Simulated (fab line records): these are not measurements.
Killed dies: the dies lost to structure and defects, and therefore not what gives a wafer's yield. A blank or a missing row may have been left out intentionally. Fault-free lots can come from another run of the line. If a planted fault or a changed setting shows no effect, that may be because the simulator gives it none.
8D (eight disciplines) problem report, filled in by code    flow n5Finfet    the parts of the form that need people (team, actions taken, sign-off) are left out

1. THE PROBLEM
Mean of cdNm at N5_BEOL_M14_CD_MEAS_10: 265.5 nm across 6 wafers in 2 lots; on wafers with no fault it is 249.6 nm (standard deviation 1.6). Measured from the usual mean, that is +10 standard deviations.
The step: target cd 250 nm.
Earliest sighting: wafer L580.3 on cdSem-01 at day 17 18:40. At this step, 33 wafers from 11 lots have a number in the record. Rule for "out", or "out of limits": more than 4 standard deviations from the usual mean. All remaining wafers that have a number are taken as sound.

2. WHAT IT IS, AND WHAT IT ISN'T
question                     is                      is not
which readings at this step  cdNm                    -
which lots                   L580, L581              L567, L568, L571, L572, L576, L577, L578, L588, L589
which wafers of those lots   all that have a number  -
read on which gauges         cdSem-01, cdSem-02      cdSem-03
when                         from day 17 18:40       up to then (18 sound wafers); but 9 sound wafers of L578, L588, L589 came after

3. WHAT RULES OUT EACH SUSPECT
Counting: a tool at a process step up to the reading stays a suspect if it ran every lot that is out and no sound lot after the first of them.
- ruled out: the gauge at N5_BEOL_M14_CD_MEAS_10. The wafers that are out were read on 2 gauges (cdSem-01, cdSem-02).
- lithoTrack-04 at N5_BEOL_M14_PEB_08 (peb time 90 s): kept. It ran every lot that is out, first L580 (day 17 18:33), and no sound lot after that; its last sound lot up to then is L577 (day 17 14:10). On those wafers its own readings are out: heaterPowerTotalW, plateTempC.
After counting, what remains is lithoTrack-04 at N5_BEOL_M14_PEB_08.

4. THE CAUSE (what the simulator had put in)
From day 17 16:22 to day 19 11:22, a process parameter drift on lithoTrack-04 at N5_BEOL_M14_PEB_08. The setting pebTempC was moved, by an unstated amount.
After counting, this tool was the only one left.

5. THE EFFECT CHAIN, in route order
Rows list readings where the struck wafers' mean (over those with a number) sits beyond 3 standard deviations from the usual. Only readings for which the record gives a usual standard deviation are gone through. hours: the time from each lot's start at the first step in this table that gives one to its start at this step, as a median over the lots. sigmas: the change in usual standard deviations.
hours  step                    reading            usual     on struck wafers  change  sigmas
0      N5_BEOL_M14_PEB_08      heaterPowerTotalW  172.4 W   180.2             +7.8    +9.6
0      N5_BEOL_M14_PEB_08      plateTempC         130.01 C  134.32            +4.31   +36
0      N5_BEOL_M14_CD_MEAS_10  cdNm               249.6 nm  265.5             +15.9   +10
Here are the process steps it includes:
- N5_BEOL_M14_PEB_08: peb time 90 s.
Later steps that measure or inspect, where all struck wafers having a row at the step show a number for every such reading and not one has moved that far: N5_BEOL_M14_INSPECT_12.

6. WHAT WOULD HAVE CAUGHT IT SOONER
In this record the first reading out of limits at a measuring or inspecting step was taken at day 17 18:40, 2 hours after the fault began at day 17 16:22.
The tool's own readings at N5_BEOL_M14_PEB_08 were out on every struck wafer that the step has a row for (heaterPowerTotalW, plateTempC): an alarm limit on them would have fired on the first of those.
Lots out: 2; of these, L581 started N5_BEOL_M14_PEB_08 on lithoTrack-04 after day 17 18:40. A tool hold placed at that time would have kept it from harm.
